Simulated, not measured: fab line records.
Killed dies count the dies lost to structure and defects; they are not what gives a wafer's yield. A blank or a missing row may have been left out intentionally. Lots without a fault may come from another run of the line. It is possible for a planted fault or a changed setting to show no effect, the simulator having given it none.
Matching of chambers	flow n5Finfet	4 sister chambers for N5_BEOL_M10_STRIP_67 on rieDiel-01
The step strips in CF4. 8 wafers are shown with their chamber, then 7 later ones without.

EACH WAFER AND ITS CHAMBER
wafer	chamber	showerheadPlenumPTorr (Torr)	drypumpMotorCurrentA (A)
L080.5	0	1.83	5.34
L084.4	0	1.83	5.32
L084.5	2	1.71	5.77
L084.6	3	1.74	5.25
L088.3	2	1.70	5.78
L088.5	1	1.90	5.64
L091.2	1	1.90	5.64
L091.4	3	1.73	5.25

WAFERS MISSING THEIR CHAMBER
wafer	showerheadPlenumPTorr (Torr)	drypumpMotorCurrentA (A)
L091.5	1.73	5.26
L093.1	1.82	5.32
L093.2	1.73	5.26
L093.4	1.89	5.61
L097.2	1.89	5.65
L097.4	1.73	5.24
L097.6	1.89	5.63

WHICH CHAMBER EACH WENT THROUGH
wafer	from the rows above	in truth
L091.5	3	3
L093.1	0	0
L093.2	3	3
L093.4	1	1
L097.2	1	1
L097.4	3	3
L097.6	1	1
7 of 7 placed correctly. Not placeable from these rows: 0. 0 placed wrongly.
How it was worked out, from the rows above alone: a wafer's distance from a chamber is the root of the sum, over the readings, of the square of ((its reading less the chamber's mean) divided by the reading's scatter). If the next closest chamber is less than 2 further off than the closest, the wafer can't be placed; otherwise it belongs to the closest. A chamber's mean is the mean of its shown wafers. The scatter: the root of (the sum of the squares of (reading less its chamber's mean) over the shown wafers, divided by (wafers less chambers)).
